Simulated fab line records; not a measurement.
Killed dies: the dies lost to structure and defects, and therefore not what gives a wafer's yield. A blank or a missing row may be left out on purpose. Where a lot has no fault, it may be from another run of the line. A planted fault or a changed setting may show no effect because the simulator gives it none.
Which tool did it? ; flow nand-harc ; 13 lots with 39 wafers sampled at 5 steps, on a route of 1302 steps

WHAT EACH GAUGE READ, for each wafer
NHARC_THIN_TSV_CD_MEAS_16. Usual: 999.6 nm for cd-nm, sd 1.7.
lot;measured;on;cd-nm (nm);flag
L615;day 24 09:55;cd-sem-03;999.0 1000.2 1000.1;
L616;day 24 16:04;cd-sem-02;1000.9 1000.7 1002.9;
L617;day 26 02:51;cd-sem-03;997.7 999.1 999.1;
L618;day 26 10:24;cd-sem-01;997.8 998.5 999.0;
L619;day 26 09:23;cd-sem-01;998.7 1000.6 999.7;
L621;day 26 14:53;cd-sem-03;998.3 999.9 999.1;
L623;day 27 08:18;cd-sem-03;1000.2 999.1 999.8;
L628;day 29 11:54;cd-sem-03;998.1 1000.0 999.2;
L632;day 32 03:55;cd-sem-03;998.5 996.9 997.8;
L633;day 32 04:36;cd-sem-01;1000.8 1000.1 1000.1;
L634;day 32 13:58;cd-sem-02;997.1 999.9 999.4;
L635;day 32 12:44;cd-sem-01;1000.8 1000.1 998.6;
L637;day 33 15:01;cd-sem-03;1001.6 1004.9 1002.9;

NHARC_END_SORT_01. Usual: killed-at-array 54, standard deviation 20; killed-at-other 0.9, standard deviation 1.1; killed-at-periphery 3.8, standard deviation 2.4; killed-dies 58, standard deviation 20; killed-open 3.5, standard deviation 1.9; killed-short 2.5, standard deviation 1.6.
lot;measured;on;killed-at-array;killed-at-other;killed-at-periphery;killed-dies;killed-open;killed-short;flag
L628;day 30 02:45;prober-01;91 133 149;0 2 3;3 2 4;94 137 156;3 2 4;1 2 2;OFF

TOOL THAT RAN EACH LOT (tool first, then ch and the chambers of the sampled wafers, then the start)
lot;NHARC_A_STAIRCASE_TRIM_224;NHARC_THIN_TSV_PRE_CLEAN_54;NHARC_THIN_TSV_ETCH_59
L615;rie-diel-01 ch 0,1,2, day 16 07:56;pvd-sputter-03, day 24 14:09;rie-metal-01 ch 0,1, day 24 15:34
L616;rie-diel-05 ch 0,1,3, day 16 19:31;pvd-sputter-01, day 24 20:16;rie-metal-02 ch 0,1, day 24 21:39
L617;rie-diel-01 ch 1,2,3, day 17 19:46;pvd-sputter-03, day 26 06:57;rie-metal-03 ch 0,1, day 26 08:17
L618;rie-diel-05 ch 0,3, day 17 22:38;pvd-sputter-02, day 26 15:44;rie-metal-03 ch 0,1, day 26 17:09
L619;rie-diel-01 ch 2,3, day 18 02:47;pvd-sputter-02, day 26 14:27;rie-metal-01 ch 0,1, day 26 15:53
L621;rie-diel-05 ch 0,1,2, day 18 21:04;pvd-sputter-02, day 26 18:44;rie-metal-01 ch 0,1, day 26 19:59
L623;rie-diel-01 ch 1,2,3, day 19 09:12;pvd-sputter-02, day 27 12:13;rie-metal-03 ch 1, day 27 13:34
L628;rie-diel-01 ch 1,2, day 22 02:16;pvd-sputter-01, day 29 15:46;rie-metal-03 ch 0,1, day 29 17:07
L632;rie-diel-09 ch 0,1,3, day 23 16:40;pvd-sputter-03, day 32 08:13;rie-metal-02 ch 1, day 32 09:34
L633;rie-diel-05 ch 0,1,3, day 23 19:29;pvd-sputter-01, day 32 08:42;rie-metal-03 ch 0,1, day 32 10:07
L634;rie-diel-05 ch 0,2, day 24 12:12;pvd-sputter-03, day 32 17:51;rie-metal-03 ch 0,1, day 32 19:06
L635;rie-diel-09 ch 1,2,3, day 25 06:13;pvd-sputter-02, day 32 16:38;rie-metal-01 ch 1, day 32 17:59
L637;rie-diel-09 ch 0,1,3, day 26 02:34;pvd-sputter-02, day 33 18:53;rie-metal-01 ch 0, day 33 20:18
- NHARC_A_STAIRCASE_TRIM_224: chemistry O2, time 211.2 s.
- NHARC_THIN_TSV_PRE_CLEAN_54: time 30 s.
- NHARC_THIN_TSV_ETCH_59: etches the open film in Cl2/BCl3, target depth 880 nm, time 138.1 s.

WHAT THE TOOLS THEMSELVES READ (means of the sampled wafers that have a number; where no wafer has one, the mark that the record gives instead)
NHARC_A_STAIRCASE_TRIM_224. Usual: drypump-motor-current-A 5.7 A, standard deviation 0.54; mfc-ar-sccm 0.010 sccm, standard deviation 0.013; oes-product-au 0.997 a.u., standard deviation 0.0074; rf-vpp-V 58.0 V, standard deviation 0.87; showerhead-plenum-p-Torr 3.55 Torr, standard deviation 0.17; throttle-valve-pct 17.037 %, standard deviation 0.009.
lot;tool;drypump-motor-current-A (A);mfc-ar-sccm (sccm);oes-product-au (a.u.);rf-vpp-V (V);showerhead-plenum-p-Torr (Torr);throttle-valve-pct (%);flag
L615;rie-diel-01;5.9;0.000;1.007;57.3;3.41;17.037;
L616;rie-diel-05;5.9;0.026;0.989;58.1;3.56;17.035;
L617;rie-diel-01;6.3;0.000;0.997;57.8;3.59;17.027;
L618;rie-diel-05;6.0;0.033;0.992;56.9;3.45;17.035;
L619;rie-diel-01;6.2;0.000;0.994;58.4;3.47;17.042;
L621;rie-diel-05;5.3;0.022;0.998;58.5;3.49;17.035;
L623;rie-diel-01;6.3;0.000;0.994;57.0;3.59;17.035;
L628;rie-diel-01;6.3;0.000;1.008;58.1;3.70;17.036;
L632;rie-diel-09;5.7;0.003;0.995;58.2;3.52;17.035;
L633;rie-diel-05;5.8;0.026;0.995;58.1;3.53;17.035;
L634;rie-diel-05;5.5;0.029;0.987;58.8;3.36;17.035;
L635;rie-diel-09;5.6;0.003;0.996;57.8;3.45;17.040;
L637;rie-diel-09;5.7;0.003;0.994;58.8;3.51;17.038;

NHARC_THIN_TSV_PRE_CLEAN_54. Usual: 394 W for heater-power-w, sd 43.
lot;tool;heater-power-w (W);flag
L615;pvd-sputter-03;409;
L616;pvd-sputter-01;413;
L617;pvd-sputter-03;373;
L618;pvd-sputter-02;378;
L619;pvd-sputter-02;352;
L621;pvd-sputter-02;401;
L623;pvd-sputter-02;386;
L628;pvd-sputter-01;403;
L632;pvd-sputter-03;363;
L633;pvd-sputter-01;391;
L634;pvd-sputter-03;398;
L635;pvd-sputter-02;341;
L637;pvd-sputter-02;360;

NHARC_THIN_TSV_ETCH_59. Usual: drypump-motor-current-A 5.7 A, standard deviation 0.43; oes-product-au 1.001 a.u., standard deviation 0.0054; throttle-valve-pct 22.264 %, standard deviation 0.0089.
lot;tool;drypump-motor-current-A (A);oes-product-au (a.u.);throttle-valve-pct (%);flag
L615;rie-metal-01;5.4;1.005;22.263;
L616;rie-metal-02;5.8;1.010;22.256;
L617;rie-metal-03;6.0;0.998;22.260;
L618;rie-metal-03;6.0;0.999;22.264;
L619;rie-metal-01;5.2;1.001;22.256;
L621;rie-metal-01;5.2;1.000;22.263;
L623;rie-metal-03;5.9;0.994;22.260;
L628;rie-metal-03;6.0;0.999;22.261;
L632;rie-metal-02;5.6;0.998;22.261;
L633;rie-metal-03;6.0;1.002;22.254;
L634;rie-metal-03;6.1;1.004;22.263;
L635;rie-metal-01;5.0;0.999;22.266;
L637;rie-metal-01;5.6;1.006;22.263;

THE ANSWER, worked out from the rows above alone
Rule: lot off if the mean of its wafers having a number is beyond 3 standard deviations from the usual mean. A lot without any number at a reading at which 4 lots or more have one is off too. Where the step has rows for the other lots, those lots are counted as sound. Order of review: gauges by route order, followed by the tools' own readings, for which a lot's mean as printed above is used. At the first step where some lot is off, the reading lying furthest off is the one used; lots without a number count as furthest.
Off, at NHARC_END_SORT_01 on killed-dies: L628. Neither off nor sound, because the step has no rows for them: L615, L616, L617, L618, L619, L621, L623, L632, L633, L634, L635, L637.
A tool fits if, at a process step before that reading, it ran every lot that is off, and no sound lot after the first of them. Gauges at NHARC_END_SORT_01: tried the same way as those tools. Can't be told from this: 4 tools fit, rie-diel-01 at NHARC_A_STAIRCASE_TRIM_224, pvd-sputter-01 at NHARC_THIN_TSV_PRE_CLEAN_54, rie-metal-03 at NHARC_THIN_TSV_ETCH_59, prober-01 at NHARC_END_SORT_01.

WHAT HAD BEEN PUT IN BY THE SIMULATOR
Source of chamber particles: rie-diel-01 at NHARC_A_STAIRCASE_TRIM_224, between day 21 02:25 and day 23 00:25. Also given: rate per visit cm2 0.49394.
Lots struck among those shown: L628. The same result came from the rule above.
